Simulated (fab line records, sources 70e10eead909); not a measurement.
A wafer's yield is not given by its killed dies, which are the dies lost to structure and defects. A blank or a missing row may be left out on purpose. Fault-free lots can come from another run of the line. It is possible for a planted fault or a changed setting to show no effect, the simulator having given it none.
fab line records + flow nandHarc
record:
- lots: 5
- wafers: 15
- lastDay: 27
route steps=1159 shown A_WL_FILL@813 END@1159
lots with no fault: from the same line, run without faults
startH: hours from the record's opening day to when the first of the lot's shown wafers began + waitH: hours elapsed since this lot's preceding step + " same as the row above + L1.1+2: a single row standing in for several wafers + - value missing, or start not given + * or withheld: withheld + < > ~ a bound
route shown NAME@n: names a module that has steps shown in the file, with the first one's number in the route + usual: mean/standard deviation of fault-free wafers + same: alike in all rows + chamber/n: place in a boat + sites: per-site readings + _std_site: their standard deviation + _edge_site: outer sites' mean less inner sites' + radiusMm: how far each site lies from the wafer's centre + mask NAME#n: copy n + behind: the most recent tool/chamber to have shaped the wafer + hold: reason for holding the lot/hours on hold/outcome of the hold + device: the transistor (n, p or np) that didn't switch + end of line: the route-end tests of the same wafers + where a step has no rows: the recipe by itself + killed: dies that structure and defects cost at the first sort, which is not the same as the wafer's yield + map: a wafer's dies, marking killed ones x, the rest . and places with no die _
set.NAME: the run value of the setting; set.NAME@STEP: its run value at that earlier step + model.NAME: the simulator's own value behind a step, which no gauge read
lots at some steps of the route; a table a step, a row a wafer
services: the hour from which a tool's chamber was out of use, counted from the record's first day as startH (under 0 if before that day), plus the number of hours and why
== steps ==
step: NHARC_A_WL_FILL_CVD_03
recipe:
- targetThkA: 400
- tempC: 300
- pressureTorr: 40
- wf6FlowSccm: 40
- h2FlowSccm: 1600
- arFlowSccm: 1560
- timeS: 3302
- material: W
usual:
- heaterPowerW: 440/35
- throttleValvePct: 7.94/0.2
| lot.wafer | tool    | chamber | startH | waitH | heaterPowerW | throttleValvePct |
|-----------|---------|---------|--------|-------|--------------|------------------|
| L395.2    | cvdW-01 | 0       | 371.48 | 23.2  | 397          | 8.17             |
| L395.5    | "       | 0       | 373.36 | 25.1  | 400          | 8.20             |
| L395.6    | "       | 1       | "      | "     | 454          | 7.60             |
| L409.3    | cvdW-02 | 0       | 458.80 | 13.8  | 473          | 7.85             |
| L409.4    | "       | 1       | "      | "     | 457          | 7.80             |
| L409.6    | "       | 0       | "      | "     | 476          | 8.18             |
| L413.2    | cvdW-01 | 0       | 500.35 | 6.3   | 400          | 8.27             |
| L413.4    | "       | 1       | "      | "     | 483          | 8.01             |
| L413.3    | "       | 0       | "      | "     | 379          | 7.85             |
| L416.1    | cvdW-01 | 1       | 502.71 | 6.1   | 480          | 8.10             |
| L416.2    | "       | 0       | "      | "     | 393          | 8.10             |
| L416.5    | "       | 0       | 505.04 | 8.4   | 385          | 7.84             |
| L415.1    | cvdW-01 | 1       | 505.99 | 9.1   | 479          | 7.60             |
| L415.4    | "       | 0       | "      | "     | 390          | 7.99             |
| L415.3    | "       | 1       | "      | "     | 485          | 7.89             |
step: NHARC_A_WL_FILL_ETCHBACK_04
recipe:
- targetDepthA: 600
- timeS: 120
- chemistry: NF3
step: NHARC_A_WL_FILL_ETCHBACK_05
recipe:
- targetDepthA: 220
- timeS: 60
- tempC: 40
- chemistry: Cl2/BCl3
usual:
- drypumpMotorCurrentA: 5.7/0.48
- oesProductAu: 0.993/0.0073
- runLengthS: 81.1/0.43
| lot.wafer | tool        | chamber | startH | waitH | drypumpMotorCurrentA | oesProductAu | rfHoursCounterH | runLengthS |
|-----------|-------------|---------|--------|-------|----------------------|--------------|-----------------|------------|
| L395.2    | rieMetal-01 | 0       | 375.02 | 0.2   | 5.6                  | 0.989        | 0.6             | 80.6       |
| L395.6    | "           | 0       | "      | "     | 5.6                  | 0.990        | -               | 80.4       |
| L395.5    | "           | 1       | "      | "     | 6.0                  | 0.984        | -               | 80.6       |
| L409.3    | rieMetal-01 | 1       | 461.43 | 0.1   | 6.0                  | 0.985        | -               | 81.2       |
| L409.4    | "           | 0       | "      | "     | 5.6                  | 0.997        | -               | 81.0       |
| L409.6    | "           | 0       | "      | "     | 5.6                  | 0.999        | -               | 81.0       |
| L413.2    | rieMetal-01 | 1       | 503.44 | 0.2   | 6.0                  | 0.987        | 3.8             | 81.2       |
| L413.4    | "           | 0       | "      | "     | 5.6                  | 0.994        | -               | 80.9       |
| L413.3    | "           | 1       | "      | "     | 6.0                  | 0.987        | -               | 80.5       |
| L416.1    | rieMetal-03 | 1       | 506.24 | 0.2   | 5.9                  | 1.005        | 0.8             | 81.5       |
| L416.2    | "           | 0       | "      | "     | 5.4                  | 0.992        | 0.8             | 81.4       |
| L416.5    | "           | 0       | "      | "     | 5.4                  | 0.987        | -               | 81.5       |
| L415.1    | rieMetal-02 | 0       | 509.10 | 0.2   | 6.2                  | 0.986        | 3.8             | 81.3       |
| L415.3    | "           | 1       | "      | "     | 4.8                  | 0.974        | -               | 81.4       |
| L415.4    | "           | 0       | "      | "     | 6.3                  | 0.992        | -               | 81.2       |
step: NHARC_A_WL_FILL_STRIP_27
recipe:
- powerW: 1500
- tempC: 250
- timeS: 20
- chemistry: N2/H2
usual:
- drypumpMotorCurrentA: 5.8/0.54
- heaterPowerW: 352/17
| lot.wafer | tool           | chamber | startH | waitH | drypumpMotorCurrentA | heaterPowerW | rfHoursCounterH |
|-----------|----------------|---------|--------|-------|----------------------|--------------|-----------------|
| L395.2    | plasmaAsher-02 | 1       | 375.16 | 0.1   | 6.5                  | 343          | 2               |
| L395.5    | "              | 1       | "      | "     | 6.5                  | 360          | -               |
| L395.6    | "              | 0       | "      | "     | 5.2                  | 373          | -               |
| L409.4    | plasmaAsher-01 | 0       | 462.29 | 0.8   | 5.7                  | 318          | -               |
| L409.3    | "              | 1       | "      | "     | 5.6                  | 343          | -               |
| L409.6    | "              | 0       | "      | "     | 5.7                  | 318          | -               |
| L413.2    | plasmaAsher-02 | 1       | 503.57 | 0.1   | 6.5                  | 345          | 44              |
| L413.3    | "              | 1       | "      | "     | 6.5                  | 352          | -               |
| L413.4    | "              | 0       | "      | "     | 5.3                  | 373          | -               |
| L416.1    | plasmaAsher-02 | 1       | 506.38 | 0.1   | 6.5                  | 353          | 44              |
| L416.2    | "              | 0       | "      | "     | 5.2                  | 371          | 44              |
| L416.5    | "              | 0       | "      | "     | 5.2                  | 373          | -               |
| L415.1    | plasmaAsher-02 | 0       | 509.25 | 0.1   | 5.2                  | 360          | 44              |
| L415.4    | "              | 1       | "      | "     | 6.5                  | 351          | -               |
| L415.3    | "              | 0       | "      | "     | 5.2                  | 370          | -               |
step: NHARC_A_WL_FILL_STRIP_28
recipe:
- timeS: 1200
- tempC: 72.5
- chemistry: postEtchResidueRemover
step: NHARC_A_WL_FILL_PRECLEAN_06
recipe:
- timeS: 300
- chemistry: DIW
step: NHARC_A_WL_FILL_SRD_07
step: NHARC_A_WL_FILL_ANNEAL_08
recipe:
- tempC: 450
- timeS: 1800
step: NHARC_A_WL_FILL_ALD_10
recipe:
- targetThkA: 500
- pulseTimeS: 10
- aldCycles: 500
- tempC: 300
- material: SiO2
usual:
- heaterPowerW: 478/44
- precursorPulseHeightRel: 0.999/0.02
| lot.wafer | tool     | chamber | startH | waitH | heaterPowerW | precursorPulseHeightRel |
|-----------|----------|---------|--------|-------|--------------|-------------------------|
| L395.2    | aldHk-02 | 3       | 381.71 | 1.1   | 565          | 1.009                   |
| L395.6    | "        | 1       | 382.74 | 2.1   | 504          | 1.033                   |
| L395.5    | "        | 2       | "      | "     | 430          | 0.973                   |
| L409.4    | aldHk-03 | 0       | 466.41 | 0.0   | 492          | 1.022                   |
| L409.3    | "        | 2       | 467.43 | 1.1   | 432          | 1.028                   |
| L409.6    | "        | 1       | 468.96 | 2.6   | 418          | 0.991                   |
| L413.3    | aldHk-04 | 3       | 507.04 | 1.1   | 481          | 1.006                   |
| L413.2    | "        | 0       | 508.07 | 2.1   | 462          | 1.013                   |
| L413.4    | "        | 1       | 509.10 | 3.2   | 522          | 0.989                   |
| L416.2    | aldHk-03 | 0       | 513.11 | 2.8   | 484          | 1.006                   |
| L416.1    | "        | 1       | "      | "     | 450          | 1.023                   |
| L416.5    | "        | 0       | 515.17 | 4.8   | 479          | 1.012                   |
| L415.4    | aldHk-02 | 0       | 515.75 | 1.4   | 478          | 0.999                   |
| L415.1    | "        | 1       | "      | "     | 506          | 1.016                   |
| L415.3    | "        | 2       | "      | "     | 413          | 0.993                   |
step: NHARC_A_WL_FILL_ETCHBACK_16
recipe:
- targetDepthA: 880
- timeS: 17.6
- c4f8FlowSccm: withheld
- o2FlowSccm: 8
- arFlowSccm: withheld
- rfW: 600
- biasW: 800
- chemistry: C4F8/O2/Ar
step: NHARC_A_WL_FILL_STRIP_29
recipe:
- timeS: 20
- o2FlowSccm: 500
- arFlowSccm: 0
- biasW: 0
- chemistry: O2
usual:
- drypumpMotorCurrentA: 5.54/0.27
- oesProductAu: 1.000/0.006
- rfVppV: 58.0/0.86
- showerheadPlenumPTorr: 3.57/0.14
- throttleValvePct: 17.037/0.0089
| lot.wafer | tool       | chamber | startH | waitH | drypumpMotorCurrentA | oesProductAu | rfHoursCounterH | rfVppV | showerheadPlenumPTorr | throttleValvePct |
|-----------|------------|---------|--------|-------|----------------------|--------------|-----------------|--------|-----------------------|------------------|
| L395.2    | rieDiel-03 | 2       | 385.42 | 0.1   | 5.41                 | 0.996        | 5.1             | 58.7   | 3.52                  | 17.034           |
| L395.5    | "          | 0       | "      | "     | 5.92                 | 0.998        | -               | 57.1   | 3.42                  | 17.027           |
| L395.6    | "          | 1       | "      | "     | 5.68                 | 1.000        | -               | 56.9   | 3.57                  | 17.041           |
| L409.4    | rieDiel-12 | 2       | 471.11 | 0.1   | 5.42                 | 1.000        | 4.2             | 57.5   | 3.71                  | 17.030           |
| L409.3    | "          | 1       | "      | "     | 5.72                 | 1.007        | 4.3             | 58.7   | 3.35                  | 17.015           |
| L409.6    | "          | 2       | "      | "     | 5.41                 | 0.997        | -               | 56.4   | 3.71                  | 17.032           |
| L413.2    | rieDiel-07 | 0       | 513.85 | 0.1   | 5.24                 | 0.987        | 2.2             | 57.0   | 3.75                  | 17.041           |
| L413.4    | "          | 1       | "      | "     | 6.07                 | 0.977        | 2.0             | 58.3   | 3.70                  | 17.035           |
| L413.3    | "          | 3       | "      | "     | 5.40                 | 1.006        | 2.3             | 59.3   | 3.79                  | 17.034           |
| L416.2    | rieDiel-07 | 2       | 517.84 | 0.1   | 5.64                 | 0.996        | 2.4             | 58.1   | 3.65                  | 17.028           |
| L416.1    | "          | 3       | "      | "     | 5.41                 | 1.004        | 2.4             | 59.5   | 3.79                  | 17.060           |
| L416.5    | "          | 2       | "      | "     | 5.64                 | 1.001        | -               | 58.1   | 3.65                  | 17.032           |
| L415.4    | rieDiel-03 | 0       | 519.99 | 0.1   | 5.97                 | 1.007        | 4.4             | 57.2   | 3.42                  | 17.041           |
| L415.3    | "          | 1       | "      | "     | 5.68                 | 1.000        | 4.6             | 57.4   | 3.56                  | 17.040           |
| L415.1    | "          | 2       | "      | "     | 5.43                 | 0.997        | 4.6             | 58.7   | 3.52                  | 17.043           |
step: NHARC_A_WL_FILL_ETCHBACK_17
recipe:
- targetDepthA: 40
- timeS: 26.7
- chemistry: Cl2/BCl3
usual:
- drypumpMotorCurrentA: 5.7/0.46
- oesProductAu: 0.994/0.0083
- runLengthS: 47.8/0.44
| lot.wafer | tool        | chamber | startH | waitH | drypumpMotorCurrentA | oesProductAu | rfHoursCounterH | runLengthS |
|-----------|-------------|---------|--------|-------|----------------------|--------------|-----------------|------------|
| L395.2    | rieMetal-01 | 0       | 385.52 | -     | 5.6                  | 0.987        | 0.9             | 47.4       |
| L395.5    | "           | 1       | "      | "     | 6.0                  | 0.994        | -               | 47.3       |
| L395.6    | "           | 0       | "      | "     | 5.6                  | 1.008        | -               | 47.3       |
| L409.3    | rieMetal-01 | 1       | 471.24 | -     | 6.0                  | 0.996        | -               | 47.5       |
| L409.4    | "           | 0       | "      | "     | 5.6                  | 0.997        | -               | 32.9       |
| L409.6    | "           | 0       | "      | "     | 5.6                  | 1.005        | -               | 32.6       |
| L413.2    | rieMetal-02 | 0       | 514.00 | -     | 6.2                  | 0.997        | 4.0             | 48.2       |
| L413.3    | "           | 1       | "      | "     | 4.8                  | 0.977        | -               | 48.4       |
| L413.4    | "           | 0       | "      | "     | 6.2                  | 0.986        | -               | 47.7       |
| L416.2    | rieMetal-03 | 0       | 517.92 | -     | 5.4                  | 0.999        | 1.1             | 47.7       |
| L416.1    | "           | 1       | "      | "     | 5.9                  | 0.995        | 1.1             | 48.0       |
| L416.5    | "           | 1       | "      | "     | 5.9                  | 1.001        | -               | 48.4       |
| L415.1    | rieMetal-03 | 0       | 520.07 | -     | 5.4                  | 1.006        | 1.2             | 47.7       |
| L415.3    | "           | 0       | "      | "     | 5.4                  | 1.011        | -               | 47.8       |
| L415.4    | "           | 1       | "      | "     | 6.0                  | 1.004        | -               | 48.2       |
step: NHARC_A_WL_FILL_PRECLEAN_18
recipe:
- timeS: 30
- chemistry: dHF
step: NHARC_END_SORT_01
recipe:
- tempC: 25
usual:
- killedAtArray: 28/11
- killedAtOther: 0.9/1.2
- killedAtPeriphery: 2.6/2.1
- killedDies: 31/11
- killedOpen: 3.1/1.7
- killedShort: 1.9/1.3
same:
- grossDies: 677
| lot.wafer | tool      | chamber | startH | waitH | killedAtArray | killedAtOther | killedAtPeriphery | killedDies | killedOpen | killedShort |
|-----------|-----------|---------|--------|-------|---------------|---------------|-------------------|------------|------------|-------------|
| L413.2    | prober-02 | 0       | 622.48 | 2.8   | 18            | 0             | 6                 | 24         | 3          | 0           |
| L413.3    | prober-02 | 0       | 623.28 | 3.1   | 14            | 0             | 8                 | 22         | 4          | 2           |
| L413.4    | prober-02 | 0       | 624.08 | 3.4   | 19            | 0             | 3                 | 22         | 2          | 0           |
| L415.1    | prober-02 | 0       | 637.26 | 2.5   | 36            | 3             | 0                 | 39         | 1          | 2           |
| L415.3    | prober-02 | 0       | 638.83 | 3.1   | 28            | 0             | 2                 | 30         | 1          | 2           |
| L415.4    | prober-02 | 0       | 639.62 | 3.4   | 27            | 2             | 2                 | 31         | 3          | 1           |
killed by level:class
L413.2 A_CHANNEL_HOLE_D1:chamberFilmFlake=5 A_STAIRCASE:chamberFilmFlake=5 A_CONTACT:chamberFilmFlake=5 P_GATE:chamberFilmFlake=3 P_M1:chamberFilmFlake=2 P_M1:geometricParticle:open=1 A_BLC:geometricParticle:open=1 A_M0:geometricParticle:open=1
L413.3 A_STAIRCASE:chamberFilmFlake=6 A_CHANNEL_HOLE_D1:chamberFilmFlake=4 P_CONTACT:geometricParticle:open=3 P_M1:chamberFilmFlake=3 P_GATE:geometricParticle:open=1 P_M0:geometricParticle:short=1 A_WL_FILL:geometricParticle:short=1 A_SLIT:chamberFilmFlake=1
L413.4 A_STAIRCASE:chamberFilmFlake=9 A_CHANNEL_HOLE_D1:chamberFilmFlake=5 A_CONTACT:chamberFilmFlake=4 P_M1:chamberFilmFlake=2 P_GATE:geometricParticle:open=1 A_CONTACT:geometricParticle:open=1
L415.1 A_CHANNEL_HOLE_D1:chamberFilmFlake=28 THIN_TSV:chamberFilmFlake=3 A_CONTACT:chamberFilmFlake=2 A_SOURCE_PLATE:geometricParticle:short=1 A_ONON_D1:geometricParticle:short=1 A_CONTACT:geometricParticle:open=1 A_STAIRCASE:chamberFilmFlake=1 A_SLIT:chamberFilmFlake=1
L415.3 A_CHANNEL_HOLE_D1:chamberFilmFlake=22 A_CONTACT:chamberFilmFlake=2 P_M0:geometricParticle:short=1 A_SOURCE_PLATE:geometricParticle:open=1 A_SGD_CUT:geometricParticle:short=1 P_GATE:chamberFilmFlake=1 A_CHANNEL_FILL_D1:chamberFilmFlake=1 A_SLIT:chamberFilmFlake=1
L415.4 A_CHANNEL_HOLE_D1:chamberFilmFlake=21 P_GATE:chamberFilmFlake=2 A_STAIRCASE:chamberFilmFlake=2 A_CHANNEL_FILL_D1:geometricParticle:open=1 A_CHANNEL_FILL_D1:geometricParticle:short=1 A_SLIT:geometricParticle:open=1 STARTING-WAFER:geometricParticle:open=1 A_CONTACT:chamberFilmFlake=1
== services ==
| tool           | chamber | startH | hours | kind   |
|----------------|---------|--------|-------|--------|
| plasmaAsher-02 | -       | 360.35 | 9.0   | pm     |
| plasmaAsher-01 | -       | 372.53 | 2.9   | repair |
| rieDiel-07     | 0       | 373.86 | 21.5  | repair |
| rieDiel-12     | 0       | 375.69 | 14.5  | repair |
| rieDiel-12     | -       | 379.40 | 9.0   | pm     |
| rieMetal-02    | -       | 388.18 | 9.0   | pm     |
| rieDiel-03     | -       | 392.30 | 9.0   | pm     |
| rieDiel-12     | 2       | 396.70 | 8.3   | repair |
| rieDiel-07     | -       | 405.20 | 9.0   | pm     |
| rieDiel-03     | 0       | 414.08 | 4.3   | repair |
| cvdW-02        | -       | 415.65 | 13.0  | pm     |
| rieMetal-03    | -       | 417.39 | 2.5   | repair |
| rieDiel-07     | 1       | 423.95 | 3.3   | repair |
| rieMetal-03    | -       | 449.30 | 0.1   | repair |
| plasmaAsher-02 | -       | 451.55 | 0.5   | repair |
| rieMetal-03    | -       | 453.00 | 9.0   | pm     |
| rieMetal-02    | -       | 468.73 | 0.3   | repair |
| cvdW-01        | -       | 474.37 | 13.0  | pm     |
| rieDiel-07     | 3       | 491.53 | 4.2   | repair |
| plasmaAsher-02 | -       | 497.80 | 1.2   | repair |
| aldHk-03       | -       | 503.11 | 10.0  | pm     |
| aldHk-02       | -       | 505.24 | 1.3   | repair |
| rieMetal-01    | -       | 509.00 | 9.0   | pm     |
| rieDiel-03     | 3       | 511.68 | 5.4   | repair |
== key ==
firstSign:
- step: NHARC_A_WL_FILL_ETCHBACK_17
- reading: runLengthS
- direction: down
- sigmas: 34
- usual: *
- struck: *
effect none on later readings
metAt NHARC_A_WL_FILL_ETCHBACK_17
struckWafers L409.4,L409.6
testerLeftOut L409
onsetBetween 385.52 471.24
fault:
- kind: processParameterDrift
- tool: rieMetal-01
- chamber: 0
- onsetH: 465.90
- steps: NHARC_A_WL_FILL_ETCHBACK_17
- channel: timeS
- offset: *
- shape: step
- endH: 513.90
- actsIn: *
- stated: *
testerLeftOut: of these lots the tester's yield and bins aren't shown, on N5 and GAA mostly nor the transistor test; their killed dies are dies lost to structure and defects alone, not to doping, threshold or leakage, so they don't give the yield
